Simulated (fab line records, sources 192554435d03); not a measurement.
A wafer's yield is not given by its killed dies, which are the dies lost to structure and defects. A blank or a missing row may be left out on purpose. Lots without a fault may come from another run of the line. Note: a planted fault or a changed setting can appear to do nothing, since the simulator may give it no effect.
Which tool was responsible? / flow n5Finfet / 9 lots with 27 wafers sampled at 5 steps, on a route of 1938 steps

== WHAT EACH GAUGE READ, for each wafer ==
N5_BEOL_M0_SAQP_OVL_MEAS_15. Usual: for M0_CORE_OVL the level is -0.2 nm and the standard deviation is 0.89.
lot=L682; measured=day 5 10:07; on=overlay-01; M0_CORE_OVL (nm)=0.0 0.4 0.2; flag=
lot=L685; measured=day 6 05:09; on=overlay-01; M0_CORE_OVL (nm)=-0.4 -0.2 -0.2; flag=
lot=L686; measured=day 6 08:04; on=overlay-01; M0_CORE_OVL (nm)=0.2 1.8 0.9; flag=
lot=L689; measured=day 7 05:13; on=overlay-01; M0_CORE_OVL (nm)=-0.6 -1.6 -1.0; flag=
lot=L690; measured=day 7 11:24; on=overlay-02; M0_CORE_OVL (nm)=-1.4 -0.6 -1.1; flag=
lot=L695; measured=day 8 14:57; on=overlay-01; M0_CORE_OVL (nm)=-1.1 -0.4 0.0; flag=
lot=L698; measured=day 9 18:04; on=overlay-02; M0_CORE_OVL (nm)=1.4 -0.3 0.5; flag=
lot=L699; measured=day 9 21:05; on=overlay-02; M0_CORE_OVL (nm)=-0.1 1.1 0.8; flag=
lot=L702; measured=day 10 15:10; on=overlay-02; M0_CORE_OVL (nm)=-1.0 0.7 -0.9; flag=

N5_BEOL_M4_RC_MEAS_101. Usual: DIBL_N 36.3 mV/V, standard deviation 1.7; DIBL_P 36.5 mV/V, standard deviation 1.8; IOFF_N 0.16 nA/um, standard deviation 0.033; IOFF_P 0.21 nA/um, standard deviation 0.037; ION_N 675 uA/um, standard deviation 11; ION_P 462 uA/um, standard deviation 7.9; SS_N 71.6 mV/dec, standard deviation 0.64; SS_P 73.3 mV/dec, standard deviation 0.68; VT_N 249 mV, standard deviation 3.3; VT_P -250 mV, standard deviation 3.3.
lot=L682; measured=day 7 15:28; on=prober-01; DIBL_N (mV/V)=35.4 35.3 34.9; DIBL_P (mV/V)=36.0 36.6 36.1; IOFF_N (nA/um)=0.14 0.15 0.15; IOFF_P (nA/um)=0.19 0.20 0.19; ION_N (uA/um)=666 684 678; ION_P (uA/um)=457 469 466; SS_N (mV/dec)=71.4 71.6 71.6; SS_P (mV/dec)=73.2 73.9 73.7; VT_N (mV)=253 249 253; VT_P (mV)=-255 -252 -252; flag=
lot=L685; measured=day 8 13:29; on=prober-01; DIBL_N (mV/V)=35.7 33.6 36.1; DIBL_P (mV/V)=36.1 33.4 36.5; IOFF_N (nA/um)=0.15 0.11 0.14; IOFF_P (nA/um)=0.18 0.14 0.18; ION_N (uA/um)=682 681 677; ION_P (uA/um)=467 462 463; SS_N (mV/dec)=71.0 71.0 71.5; SS_P (mV/dec)=73.3 72.8 73.3; VT_N (mV)=251 255 253; VT_P (mV)=-251 -257 -253; flag=
lot=L686; measured=day 8 14:43; on=prober-01; DIBL_N (mV/V)=36.4 38.2 37.6; DIBL_P (mV/V)=35.8 38.6 37.2; IOFF_N (nA/um)=0.15 0.19 0.16; IOFF_P (nA/um)=0.22 0.26 0.24; ION_N (uA/um)=672 682 671; ION_P (uA/um)=463 470 466; SS_N (mV/dec)=72.0 71.9 72.3; SS_P (mV/dec)=72.9 74.6 74.0; VT_N (mV)=249 245 250; VT_P (mV)=-248 -246 -245; flag=
lot=L689; measured=day 9 06:10; on=prober-02; DIBL_N (mV/V)=33.1 34.9 33.9; DIBL_P (mV/V)=32.8 33.6 33.6; IOFF_N (nA/um)=0.11 0.12 0.11; IOFF_P (nA/um)=0.17 0.18 0.18; ION_N (uA/um)=665 656 668; ION_P (uA/um)=462 455 461; SS_N (mV/dec)=70.6 70.5 70.7; SS_P (mV/dec)=72.3 71.4 71.8; VT_N (mV)=255 253 255; VT_P (mV)=-253 -250 -251; flag=
lot=L690; measured=day 9 15:35; on=prober-02; DIBL_N (mV/V)=37.4 35.1 32.3; DIBL_P (mV/V)=38.4 34.8 33.3; IOFF_N (nA/um)=0.18 0.14 0.11; IOFF_P (nA/um)=0.24 0.18 0.16; ION_N (uA/um)=660 658 657; ION_P (uA/um)=460 445 457; SS_N (mV/dec)=72.2 71.9 70.5; SS_P (mV/dec)=73.5 72.8 72.1; VT_N (mV)=251 254 255; VT_P (mV)=-247 -251 -254; flag=
lot=L695; measured=day 11 10:59; on=prober-02; DIBL_N (mV/V)=38.8 36.4 38.9; DIBL_P (mV/V)=39.3 34.7 38.0; IOFF_N (nA/um)=0.21 0.15 0.21; IOFF_P (nA/um)=0.25 0.17 0.22; ION_N (uA/um)=672 665 676; ION_P (uA/um)=458 448 453; SS_N (mV/dec)=71.6 71.3 72.8; SS_P (mV/dec)=74.9 72.5 74.5; VT_N (mV)=245 253 248; VT_P (mV)=-249 -253 -250; flag=
lot=L698; measured=day 11 18:43; on=prober-02; DIBL_N (mV/V)=38.3 37.4 39.3; DIBL_P (mV/V)=38.1 36.6 38.4; IOFF_N (nA/um)=0.17 0.15 0.17; IOFF_P (nA/um)=0.20 0.19 0.20; ION_N (uA/um)=681 660 661; ION_P (uA/um)=455 457 450; SS_N (mV/dec)=72.2 72.0 73.0; SS_P (mV/dec)=74.4 73.6 73.8; VT_N (mV)=250 252 251; VT_P (mV)=-254 -255 -253; flag=
lot=L699; measured=day 12 00:10; on=prober-02; DIBL_N (mV/V)=37.3 35.6 35.4; DIBL_P (mV/V)=35.4 34.2 34.3; IOFF_N (nA/um)=0.16 0.15 0.14; IOFF_P (nA/um)=0.22 0.22 0.21; ION_N (uA/um)=675 703 677; ION_P (uA/um)=466 481 469; SS_N (mV/dec)=71.4 71.4 71.2; SS_P (mV/dec)=72.8 72.5 72.8; VT_N (mV)=247 246 249; VT_P (mV)=-246 -244 -245; flag=
lot=L702; measured=day 13 00:05; on=prober-02; DIBL_N (mV/V)=33.4 35.3 34.3; DIBL_P (mV/V)=33.1 34.8 33.9; IOFF_N (nA/um)=0.13 0.16 0.14; IOFF_P (nA/um)=0.17 0.19 0.18; ION_N (uA/um)=682 677 672; ION_P (uA/um)=465 462 459; SS_N (mV/dec)=71.4 71.3 71.9; SS_P (mV/dec)=72.7 73.6 73.2; VT_N (mV)=251 247 250; VT_P (mV)=-254 -251 -252; flag=

== WHICH TOOL RAN EACH LOT (tool, then ch and the chambers of the sampled wafers, then the start) ==
lot=L682; N5_BEOL_M0_SAQP_ETCH_84=rieDiel-02 ch 0,1,3, day 5 10:28; N5_BEOL_M0_SAQP_MANDREL_ETCH_20=rieSi-06 ch 0,1,2, day 5 10:39; N5_BEOL_M0_SAQP_SPACER1_ETCHBACK_99=rieDiel-04 ch 0,1,3, day 5 12:07
lot=L685; N5_BEOL_M0_SAQP_ETCH_84=rieDiel-02 ch 0,1,2, day 6 05:18; N5_BEOL_M0_SAQP_MANDREL_ETCH_20=rieSi-04 ch 1,2, day 6 05:29; N5_BEOL_M0_SAQP_SPACER1_ETCHBACK_99=rieDiel-04 ch 0,1, day 6 06:36
lot=L686; N5_BEOL_M0_SAQP_ETCH_84=rieDiel-05 ch 0,1,2, day 6 08:12; N5_BEOL_M0_SAQP_MANDREL_ETCH_20=rieSi-05 ch 0,2,3, day 6 08:23; N5_BEOL_M0_SAQP_SPACER1_ETCHBACK_99=rieDiel-05 ch 0,1,2, day 6 09:41
lot=L689; N5_BEOL_M0_SAQP_ETCH_84=rieDiel-04 ch 0,1,3, day 7 05:22; N5_BEOL_M0_SAQP_MANDREL_ETCH_20=rieSi-04 ch 0,1,3, day 7 05:34; N5_BEOL_M0_SAQP_SPACER1_ETCHBACK_99=rieDiel-04 ch 1,2,3, day 7 06:55
lot=L690; N5_BEOL_M0_SAQP_ETCH_84=rieDiel-02 ch 0,1, day 7 11:33; N5_BEOL_M0_SAQP_MANDREL_ETCH_20=rieSi-04 ch 2,3, day 7 11:44; N5_BEOL_M0_SAQP_SPACER1_ETCHBACK_99=rieDiel-04 ch 1,2, day 7 12:58
lot=L695; N5_BEOL_M0_SAQP_ETCH_84=rieDiel-05 ch 0,2, day 8 15:05; N5_BEOL_M0_SAQP_MANDREL_ETCH_20=rieSi-04 ch 0,3, day 8 15:17; N5_BEOL_M0_SAQP_SPACER1_ETCHBACK_99=rieDiel-02 ch 0,1, day 8 20:37
lot=L698; N5_BEOL_M0_SAQP_ETCH_84=rieDiel-05 ch 1,2,3, day 9 18:29; N5_BEOL_M0_SAQP_MANDREL_ETCH_20=rieSi-05 ch 1,2,3, day 9 18:40; N5_BEOL_M0_SAQP_SPACER1_ETCHBACK_99=rieDiel-04 ch 0,2,3, day 9 19:47
lot=L699; N5_BEOL_M0_SAQP_ETCH_84=rieDiel-04 ch 2,3, day 9 21:14; N5_BEOL_M0_SAQP_MANDREL_ETCH_20=rieSi-06 ch 0,1,2, day 9 21:25; N5_BEOL_M0_SAQP_SPACER1_ETCHBACK_99=rieDiel-04 ch 1,3, day 9 22:31
lot=L702; N5_BEOL_M0_SAQP_ETCH_84=rieDiel-05 ch 1,2,3, day 10 15:18; N5_BEOL_M0_SAQP_MANDREL_ETCH_20=rieSi-05 ch 0,1,2, day 10 15:29; N5_BEOL_M0_SAQP_SPACER1_ETCHBACK_99=rieDiel-02 ch 0,2,3, day 10 16:35
- N5_BEOL_M0_SAQP_ETCH_84: etches SOC in N2/H2, target depth 100 nm, overetch 20 nm, time 150 s.
- N5_BEOL_M0_SAQP_MANDREL_ETCH_20: etches a-Si in HBr/Cl2, stops on SiNx, target depth 60 nm, bt time 10 s, time 30 s.
- N5_BEOL_M0_SAQP_SPACER1_ETCHBACK_99: etches SiO2 in CHF3/O2, target depth 15.4 nm, time 7.7 s.

== AS READ BY THE TOOLS THEMSELVES (means over the sampled wafers that have a number; for cases with no such wafer, the mark the record gives instead) ==
N5_BEOL_M0_SAQP_ETCH_84. Usual: drypumpMotorCurrentA 5.9 A, standard deviation 0.38; n2FlowSccm 200.0 sccm, standard deviation 0.59; oesProductAu 0.68 a.u., standard deviation 0.055; rfFwdPowerW 836.4 W, standard deviation 2.6; rfVppV 523.9 V, standard deviation 2.1; showerheadPlenumPTorr 2.54 Torr, standard deviation 0.075; throttleValvePct 17.85 %, standard deviation 0.2.
lot=L682; tool=rieDiel-02; drypumpMotorCurrentA (A)=5.9; n2FlowSccm (sccm)=200.3; oesProductAu (a.u.)=0.68; rfFwdPowerW (W)=835.1; rfVppV (V)=523.0; showerheadPlenumPTorr (Torr)=2.50; throttleValvePct (%)=17.95; flag=
lot=L685; tool=rieDiel-02; drypumpMotorCurrentA (A)=6.0; n2FlowSccm (sccm)=199.9; oesProductAu (a.u.)=0.68; rfFwdPowerW (W)=837.4; rfVppV (V)=524.9; showerheadPlenumPTorr (Torr)=2.54; throttleValvePct (%)=18.03; flag=
lot=L686; tool=rieDiel-05; drypumpMotorCurrentA (A)=5.9; n2FlowSccm (sccm)=199.5; oesProductAu (a.u.)=0.68; rfFwdPowerW (W)=834.9; rfVppV (V)=526.1; showerheadPlenumPTorr (Torr)=2.62; throttleValvePct (%)=17.82; flag=
lot=L689; tool=rieDiel-04; drypumpMotorCurrentA (A)=5.3; n2FlowSccm (sccm)=200.1; oesProductAu (a.u.)=0.70; rfFwdPowerW (W)=837.9; rfVppV (V)=522.7; showerheadPlenumPTorr (Torr)=2.51; throttleValvePct (%)=17.73; flag=
lot=L690; tool=rieDiel-02; drypumpMotorCurrentA (A)=5.9; n2FlowSccm (sccm)=199.5; oesProductAu (a.u.)=0.69; rfFwdPowerW (W)=838.5; rfVppV (V)=521.6; showerheadPlenumPTorr (Torr)=2.48; throttleValvePct (%)=18.13; flag=
lot=L695; tool=rieDiel-05; drypumpMotorCurrentA (A)=5.6; n2FlowSccm (sccm)=199.6; oesProductAu (a.u.)=0.67; rfFwdPowerW (W)=837.2; rfVppV (V)=525.2; showerheadPlenumPTorr (Torr)=2.62; throttleValvePct (%)=17.83; flag=
lot=L698; tool=rieDiel-05; drypumpMotorCurrentA (A)=5.9; n2FlowSccm (sccm)=200.3; oesProductAu (a.u.)=0.65; rfFwdPowerW (W)=837.4; rfVppV (V)=525.2; showerheadPlenumPTorr (Torr)=2.57; throttleValvePct (%)=17.75; flag=
lot=L699; tool=rieDiel-04; drypumpMotorCurrentA (A)=5.9; n2FlowSccm (sccm)=199.7; oesProductAu (a.u.)=0.73; rfFwdPowerW (W)=836.4; rfVppV (V)=523.1; showerheadPlenumPTorr (Torr)=2.52; throttleValvePct (%)=17.68; flag=
lot=L702; tool=rieDiel-05; drypumpMotorCurrentA (A)=5.9; n2FlowSccm (sccm)=199.9; oesProductAu (a.u.)=0.65; rfFwdPowerW (W)=836.7; rfVppV (V)=524.8; showerheadPlenumPTorr (Torr)=2.56; throttleValvePct (%)=17.75; flag=

N5_BEOL_M0_SAQP_MANDREL_ETCH_20. Usual: drypumpMotorCurrentA 6.0 A, standard deviation 0.37; mfcCl2Sccm 80.03 sccm, standard deviation 0.27; oesProductAu 0.774 a.u., standard deviation 0.017; rfFwdPowerW 795.6 W, standard deviation 2.7; throttleValvePct 35.3 %, standard deviation 0.36.
lot=L682; tool=rieSi-06; drypumpMotorCurrentA (A)=5.8; mfcCl2Sccm (sccm)=79.79; oesProductAu (a.u.)=0.775; rfFwdPowerW (W)=797.4; throttleValvePct (%)=35.3; flag=
lot=L685; tool=rieSi-04; drypumpMotorCurrentA (A)=6.4; mfcCl2Sccm (sccm)=80.15; oesProductAu (a.u.)=0.768; rfFwdPowerW (W)=793.7; throttleValvePct (%)=35.4; flag=
lot=L686; tool=rieSi-05; drypumpMotorCurrentA (A)=6.0; mfcCl2Sccm (sccm)=80.06; oesProductAu (a.u.)=0.782; rfFwdPowerW (W)=797.5; throttleValvePct (%)=35.2; flag=
lot=L689; tool=rieSi-04; drypumpMotorCurrentA (A)=5.9; mfcCl2Sccm (sccm)=80.05; oesProductAu (a.u.)=0.775; rfFwdPowerW (W)=797.0; throttleValvePct (%)=35.4; flag=
lot=L690; tool=rieSi-04; drypumpMotorCurrentA (A)=6.5; mfcCl2Sccm (sccm)=80.09; oesProductAu (a.u.)=0.749; rfFwdPowerW (W)=795.3; throttleValvePct (%)=35.4; flag=
lot=L695; tool=rieSi-04; drypumpMotorCurrentA (A)=6.1; mfcCl2Sccm (sccm)=80.06; oesProductAu (a.u.)=0.742; rfFwdPowerW (W)=800.9; throttleValvePct (%)=35.7; flag=
lot=L698; tool=rieSi-05; drypumpMotorCurrentA (A)=6.1; mfcCl2Sccm (sccm)=80.08; oesProductAu (a.u.)=0.761; rfFwdPowerW (W)=794.9; throttleValvePct (%)=35.1; flag=
lot=L699; tool=rieSi-06; drypumpMotorCurrentA (A)=5.9; mfcCl2Sccm (sccm)=80.08; oesProductAu (a.u.)=0.781; rfFwdPowerW (W)=792.3; throttleValvePct (%)=35.3; flag=
lot=L702; tool=rieSi-05; drypumpMotorCurrentA (A)=6.1; mfcCl2Sccm (sccm)=79.91; oesProductAu (a.u.)=0.783; rfFwdPowerW (W)=795.3; throttleValvePct (%)=34.9; flag=

N5_BEOL_M0_SAQP_SPACER1_ETCHBACK_99. Usual: drypumpMotorCurrentA 5.7 A, standard deviation 0.44; oesProductAu 0.77 a.u., standard deviation 0.082; rfFwdPowerW 646.0 W, standard deviation 2.5; rfVppV 524 V, standard deviation 7.7; showerheadPlenumPTorr 2.41 Torr, standard deviation 0.06; throttleValvePct 18.96 %, standard deviation 0.2.
lot=L682; tool=rieDiel-04; drypumpMotorCurrentA (A)=5.2; oesProductAu (a.u.)=0.79; rfFwdPowerW (W)=647.3; rfVppV (V)=531; showerheadPlenumPTorr (Torr)=2.40; throttleValvePct (%)=18.88; flag=
lot=L685; tool=rieDiel-04; drypumpMotorCurrentA (A)=5.2; oesProductAu (a.u.)=0.85; rfFwdPowerW (W)=647.0; rfVppV (V)=531; showerheadPlenumPTorr (Torr)=2.42; throttleValvePct (%)=18.95; flag=
lot=L686; tool=rieDiel-05; drypumpMotorCurrentA (A)=5.9; oesProductAu (a.u.)=0.75; rfFwdPowerW (W)=645.3; rfVppV (V)=516; showerheadPlenumPTorr (Torr)=2.48; throttleValvePct (%)=18.86; flag=
lot=L689; tool=rieDiel-04; drypumpMotorCurrentA (A)=5.6; oesProductAu (a.u.)=0.77; rfFwdPowerW (W)=646.9; rfVppV (V)=528; showerheadPlenumPTorr (Torr)=2.42; throttleValvePct (%)=18.96; flag=
lot=L690; tool=rieDiel-04; drypumpMotorCurrentA (A)=5.9; oesProductAu (a.u.)=0.79; rfFwdPowerW (W)=646.4; rfVppV (V)=525; showerheadPlenumPTorr (Torr)=2.43; throttleValvePct (%)=19.11; flag=
lot=L695; tool=rieDiel-02; drypumpMotorCurrentA (A)=5.9; oesProductAu (a.u.)=0.74; rfFwdPowerW (W)=647.1; rfVppV (V)=528; showerheadPlenumPTorr (Torr)=2.37; throttleValvePct (%)=19.14; flag=
lot=L698; tool=rieDiel-04; drypumpMotorCurrentA (A)=5.6; oesProductAu (a.u.)=0.82; rfFwdPowerW (W)=647.8; rfVppV (V)=526; showerheadPlenumPTorr (Torr)=2.37; throttleValvePct (%)=18.89; flag=
lot=L699; tool=rieDiel-04; drypumpMotorCurrentA (A)=5.3; oesProductAu (a.u.)=0.96; rfFwdPowerW (W)=648.2; rfVppV (V)=532; showerheadPlenumPTorr (Torr)=2.41; throttleValvePct (%)=18.53; flag=
lot=L702; tool=rieDiel-02; drypumpMotorCurrentA (A)=5.9; oesProductAu (a.u.)=0.72; rfFwdPowerW (W)=645.1; rfVppV (V)=525; showerheadPlenumPTorr (Torr)=2.42; throttleValvePct (%)=19.00; flag=

== THE ANSWER, worked out from the rows above alone ==
Rule: take the mean of a lot's wafers that have a number; if it is more than 3 standard deviations from the usual mean, the lot is off. Also off: a lot with no number at a reading for which 4 or more lots have one. All remaining lots with rows at the step are treated as sound. After the gauges, taken in route order, come the tools' own readings; for these a lot's mean is taken, as printed above. The first step at which some lot is off is used, and at that step the reading that is off furthest; a lot without a number counts as furthest.
Across all readings shown, no lot is off: no conclusion can be drawn from this.

== WHAT HAD BEEN PUT IN BY THE SIMULATOR ==
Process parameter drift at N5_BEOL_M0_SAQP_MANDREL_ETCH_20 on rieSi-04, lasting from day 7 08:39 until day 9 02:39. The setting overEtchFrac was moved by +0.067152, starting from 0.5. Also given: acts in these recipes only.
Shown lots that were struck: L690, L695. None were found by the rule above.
